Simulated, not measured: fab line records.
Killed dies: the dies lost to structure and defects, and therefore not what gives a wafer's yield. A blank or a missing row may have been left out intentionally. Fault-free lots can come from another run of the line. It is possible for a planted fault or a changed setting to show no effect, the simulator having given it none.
Which tool is to blame? / flow n5_finfet / 10 lots, 30 wafers sampled, at 3 steps of a route of 1938

WHAT EACH GAUGE READ, for each wafer
N5_BEOL_M8_OVL_MEAS_29.
lot=L134; measured=day 9 23:37; on=overlay-01; V7_OVL (nm)=0.1 0.1 0.7
lot=L132; measured=day 9 23:26; on=overlay-02; V7_OVL (nm)=-0.7 -0.5 -1.2
lot=L135; measured=day 10 11:52; on=overlay-02; V7_OVL (nm)=-0.3 -0.4 0.0
lot=L137; measured=day 11 08:43; on=overlay-02; V7_OVL (nm)=-0.1 -0.4 -0.8
lot=L146; measured=day 13 04:10; on=overlay-01; V7_OVL (nm)=4.6 4.4 4.2
lot=L147; measured=day 13 11:41; on=overlay-02; V7_OVL (nm)=3.2 3.7 4.2
lot=L149; measured=day 13 21:10; on=overlay-02; V7_OVL (nm)=0.1 0.9 0.3
lot=L150; measured=day 14 02:23; on=overlay-01; V7_OVL (nm)=0.6 0.7 0.0
lot=L153; measured=day 14 18:29; on=overlay-01; V7_OVL (nm)=-0.2 0.6 -0.3
lot=L155; measured=day 15 14:47; on=overlay-02; V7_OVL (nm)=0.2 1.4 -0.2

EACH LOT AND THE TOOL THAT RAN IT (in order: tool; ch and the chambers of the sampled wafers; start)
lot=L134; N5_BEOL_M8_HM_DEP_02=pvd_sputter-01, day 9 21:23; N5_BEOL_M8_EXPOSE_25=euv_scanner-02 ch 0, day 9 23:26
lot=L132; N5_BEOL_M8_HM_DEP_02=pvd_sputter-03, day 9 21:34; N5_BEOL_M8_EXPOSE_25=euv_scanner-01 ch 0, day 9 23:17
lot=L135; N5_BEOL_M8_HM_DEP_02=pvd_sputter-03, day 10 05:47; N5_BEOL_M8_EXPOSE_25=euv_scanner-01 ch 0, day 10 11:38
lot=L137; N5_BEOL_M8_HM_DEP_02=pvd_sputter-01, day 11 05:52; N5_BEOL_M8_EXPOSE_25=euv_scanner-02 ch 0, day 11 08:34
lot=L146; N5_BEOL_M8_HM_DEP_02=pvd_sputter-01, day 13 01:50; N5_BEOL_M8_EXPOSE_25=euv_scanner-01 ch 0, day 13 04:00
lot=L147; N5_BEOL_M8_HM_DEP_02=pvd_sputter-03, day 13 10:00; N5_BEOL_M8_EXPOSE_25=euv_scanner-01 ch 0, day 13 11:31
lot=L149; N5_BEOL_M8_HM_DEP_02=pvd_sputter-03, day 13 17:20; N5_BEOL_M8_EXPOSE_25=euv_scanner-02 ch 0, day 13 21:00
lot=L150; N5_BEOL_M8_HM_DEP_02=pvd_sputter-03, day 13 23:40; N5_BEOL_M8_EXPOSE_25=euv_scanner-02 ch 0, day 14 02:14
lot=L153; N5_BEOL_M8_HM_DEP_02=pvd_sputter-03, day 14 14:25; N5_BEOL_M8_EXPOSE_25=euv_scanner-02 ch 0, day 14 18:20
lot=L155; N5_BEOL_M8_HM_DEP_02=pvd_sputter-02, day 15 11:17; N5_BEOL_M8_EXPOSE_25=euv_scanner-02 ch 0, day 15 14:38
- N5_BEOL_M8_HM_DEP_02: deposits TiN, target thk 20 nm.
- N5_BEOL_M8_EXPOSE_25: exposes mask V7, target cd 40 nm.

THE ANSWER, worked out from the rows above alone
Rule: what is usual is taken from the lots themselves. Put in order of their means at a reading, lots are off if they are a third of the lots or fewer, leave a main group of 4 or more, and stand apart from it by a gap of 3 or more times the standard deviation of the main group's means; of several such gaps the widest counts. A main group is skipped when, at the precision printed for the reading in the tables above, its means are all equal. Also off: a lot with no number at a reading for which 4 or more lots have one. Where the step has rows for the other lots, those lots are counted as sound.
Off: L146, L147, at N5_BEOL_M8_OVL_MEAS_29 (V7_OVL). Main group: mean 0.0 nm, sd 0.44.
If a tool, at a process step before that reading, ran all the lots that are off and no sound lot after the first of them, it fits. Gauges at N5_BEOL_M8_OVL_MEAS_29: tried the same way as those tools. One candidate fits, namely euv_scanner-01 at N5_BEOL_M8_EXPOSE_25. Its last sound lot is L135 (day 10 11:38), its first lot that is off L146 (day 13 04:00): a fault that began between those two fits.

WHAT THE SIMULATOR HAD PUT IN
Scanner matching overlay: euv_scanner-01, from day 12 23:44 on, at N5_BEOL_M8_EXPOSE_25. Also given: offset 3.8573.
Lots struck among those shown: L146, L147. Same finding as the rule above.
